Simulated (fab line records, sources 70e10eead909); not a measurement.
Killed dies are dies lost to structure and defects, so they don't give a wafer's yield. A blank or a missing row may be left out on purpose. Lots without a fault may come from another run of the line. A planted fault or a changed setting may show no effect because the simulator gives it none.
Chamber matching | flow nand_harc | NHARC_THIN_TSV_DEP_47 on pecvd-03: 3 sister chambers
The step deposits SiO2, target thk 200 nm. 6 wafers are shown with their chamber, then 7 later ones without.

WAFERS WITH THEIR CHAMBER
wafer  | chamber | showerhead_vpp_V (V) | throttle_valve_pct (%)
L132.3 | 0       | 1854                 | 16.2
L132.6 | 0       | 1843                 | 16.5
L146.3 | 1       | 1705                 | 16.1
L146.5 | 2       | 1895                 | 16.6
L148.1 | 2       | 1897                 | 16.7
L148.2 | 1       | 1686                 | 15.9

WAFERS WITHOUT THEIR CHAMBER
wafer  | showerhead_vpp_V (V) | throttle_valve_pct (%)
L148.6 | 1889                 | 16.7
L153.2 | 1810                 | 17.1
L153.4 | 1817                 | 16.8
L153.6 | 1904                 | 16.9
L154.2 | 1896                 | 17.1
L154.3 | 1842                 | 16.9
L154.4 | 1873                 | 16.7

WHICH CHAMBER EACH WENT THROUGH
wafer  | from the rows above     | in truth
L148.6 | 2                       | 2
L153.2 | 0                       | 0
L153.4 | 0                       | 0
L153.6 | 2                       | 2
L154.2 | 2                       | 2
L154.3 | 0                       | 0
L154.4 | can't be placed: 2 or 0 | 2
Placed correctly: 6 of 7. Can't be placed from these rows: 1 (the true chamber is among the candidates in 1). Placed wrongly: 0.
How it was worked out, from the rows above alone: a wafer's distance from a chamber is the root of the sum, over the readings, of the square of ((its reading less the chamber's mean) divided by the reading's scatter). The wafer belongs to the nearest chamber; if the next one is less than 2 further off, it can't be placed. A chamber's mean is the mean of its shown wafers. The scatter: the root of (the sum of the squares of (reading less its chamber's mean) over the shown wafers, divided by (wafers less chambers)).
